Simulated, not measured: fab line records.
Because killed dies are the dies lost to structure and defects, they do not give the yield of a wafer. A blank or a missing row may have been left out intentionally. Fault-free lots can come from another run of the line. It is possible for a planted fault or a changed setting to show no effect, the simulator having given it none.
2 desks looking at one fault + flow nand_harc + only its own numbers are on each desk; what lay behind them is given at the end

== DESK OF THE TOOL OWNER: rie_diel-12 ==
The tool's own readings at NHARC_P_CONTACT_ETCH_31 (etches the open film in CH3F/O2, target depth 30 nm, time 85.7 s): means of the sampled wafers that have a number, for each lot that ran on this tool. If a lot's mean is further than 4 standard deviations from the usual mean, the lot is out of limits and carries the mark OUT (the distance appears in the brackets).
Columns: A = drypump_motor_current_A at NHARC_P_CONTACT_ETCH_31, usual 5.8 A; B = oes_product_au at NHARC_P_CONTACT_ETCH_31, usual 0.982 a.u.; C = rf_vpp_V at NHARC_P_CONTACT_ETCH_31, usual 244.8 V; D = showerhead_plenum_p_Torr at NHARC_P_CONTACT_ETCH_31, usual 2.49 Torr; E = throttle_valve_pct at NHARC_P_CONTACT_ETCH_31, usual 20.665 %
| lot  | first seen here | A   | B               | C     | D    | E      |
|------|-----------------|-----|-----------------|-------|------|--------|
| L319 | day 8 01:44     | 5.5 | 0.986           | 244.1 | 2.47 | 20.662 |
| L318 | day 8 02:49     | 5.7 | 0.986           | 244.2 | 2.43 | 20.660 |
| L316 | day 8 07:52     | 5.6 | 0.985           | 244.2 | 2.48 | 20.663 |
| L322 | day 8 15:16     | 5.7 | 0.990           | 246.3 | 2.55 | 20.667 |
| L321 | day 8 15:39     | 5.5 | 0.984           | 245.2 | 2.46 | 20.653 |
| L324 | day 8 19:44     | 5.8 | 0.983           | 245.3 | 2.51 | 20.664 |
| L327 | day 9 04:19     | 5.4 | 0.820 (-16) OUT | 243.1 | 2.38 | 20.666 |
| L329 | day 9 05:22     | 5.5 | 0.859 (-12) OUT | 243.4 | 2.46 | 20.671 |
This desk's finding: out of limits on L327, L329; first on L327, day 9 04:19 (oes_product_au at NHARC_P_CONTACT_ETCH_31). Within limits: L319, L318, L316, L322, L321, L324.

== THE DEFECT DESK ==
Lot by lot, what the route's inspections counted, given as the mean of those sampled wafers with a number. If a lot's mean is further than 4 standard deviations from the usual mean, the lot is out of limits and carries the mark OUT (the distance appears in the brackets).
Columns: A = raw_defect_count at NHARC_P_CONTACT_INSPECT_27, usual 275
| lot  | first seen here | A   |
|------|-----------------|-----|
| L317 | day 8 05:57     | 297 |
| L319 | day 8 06:30     | 318 |
| L318 | day 8 07:01     | 235 |
| L316 | day 8 10:12     | 184 |
| L320 | day 8 10:53     | 307 |
| L323 | day 8 19:53     | 225 |
| L322 | day 8 21:10     | 296 |
| L321 | day 8 21:17     | 193 |
| L324 | day 9 02:07     | 195 |
| L327 | day 9 08:07     | 192 |
| L329 | day 9 09:04     | 172 |
| L334 | day 10 00:31    | 303 |
| L336 | day 10 15:01    | 378 |
| L338 | day 11 06:45    | 207 |
Result from this desk: across the 14 lots, nothing is out of limits.

== ALL TOGETHER ==
An alarm could have come from the tool owner's desk at day 9 04:19, on L327, L329.
Nothing out of limits was seen by the defect desk.
The defect desk has L327, L329 on record, within its limits.
The lots listed all ran NHARC_P_CONTACT_ETCH_31 on rie_diel-12.

== WHAT THE SIMULATOR HAD PUT IN ==
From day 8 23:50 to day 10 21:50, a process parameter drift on rie_diel-12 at NHARC_P_CONTACT_ETCH_31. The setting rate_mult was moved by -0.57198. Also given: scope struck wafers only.
Shown lots that were struck: L327, L329.
Delay in hours, fault start to first out-of-limits reading, by desk: the tool owner's desk at 4.
